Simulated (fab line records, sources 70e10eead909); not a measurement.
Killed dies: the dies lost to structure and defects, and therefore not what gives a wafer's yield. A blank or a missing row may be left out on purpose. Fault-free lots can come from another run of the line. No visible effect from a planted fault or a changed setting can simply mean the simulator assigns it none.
Chamber matching | flow nand harc | NHARC_A_M1_DEP_33 on pecvd-01 has 3 sister chambers
The step deposits SiCN, target thk 30 nm. 18 wafers are shown with their chamber, then 9 later ones without.

WAFERS WITH THEIR CHAMBER
wafer  | chamber | heater power w (W)
L078.1 | 1       | 543
L078.4 | 1       | 574
L078.5 | 0       | 625
L083.3 | 2       | 622
L083.5 | 1       | 582
L083.6 | 0       | 546
L084.1 | 0       | 608
L084.3 | 2       | 606
L084.5 | 2       | 606
L080.1 | 2       | 595
L080.2 | 0       | 537
L080.4 | 2       | 610
L081.2 | 2       | 668
L081.3 | 1       | 537
L081.4 | 1       | 538
L090.1 | 0       | 587
L090.2 | 1       | 591
L090.5 | 0       | 581

SIGNATURES, as means of the wafers listed above
reading        | chamber 0 | chamber 1 | chamber 2 | scatter within a chamber
heater power w | 580.67    | 560.83    | 617.83    | 28.5
Rule: for each reading, subtract the chamber's mean from the wafer's reading, divide by that reading's scatter and square the result; add these up over the readings and take the root, which gives the wafer's distance from the chamber. The wafer belongs to the nearest chamber; if the next one is less than 2 further off, it can't be placed. How the scatter is found: for the shown wafers, subtract from each reading the mean of its chamber, square and add these, divide the total by (wafers less chambers), then take the root.

WAFERS WITHOUT THEIR CHAMBER
wafer  | heater power w (W)
L094.1 | 523
L094.5 | 656
L094.6 | 603
L096.2 | 525
L096.5 | 623
L096.6 | 513
L095.1 | 560
L095.2 | 570
L095.6 | 573

CHAMBER TAKEN BY EACH
wafer  | from the rows above          | in truth
L094.1 | can't be placed: 1 or 0 or 2 | 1
L094.5 | can't be placed: 2 or 0 or 1 | 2
L094.6 | can't be placed: 2 or 0 or 1 | 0
L096.2 | can't be placed: 1 or 0 or 2 | 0
L096.5 | can't be placed: 2 or 0 or 1 | 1
L096.6 | can't be placed: 1 or 0 or 2 | 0
L095.1 | can't be placed: 1 or 0 or 2 | 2
L095.2 | can't be placed: 1 or 0 or 2 | 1
L095.6 | can't be placed: 0 or 1 or 2 | 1
Correctly placed: 0 of 9. Not placeable from these rows: 9 (in 9, the candidates include the true chamber). 0 placed wrongly.
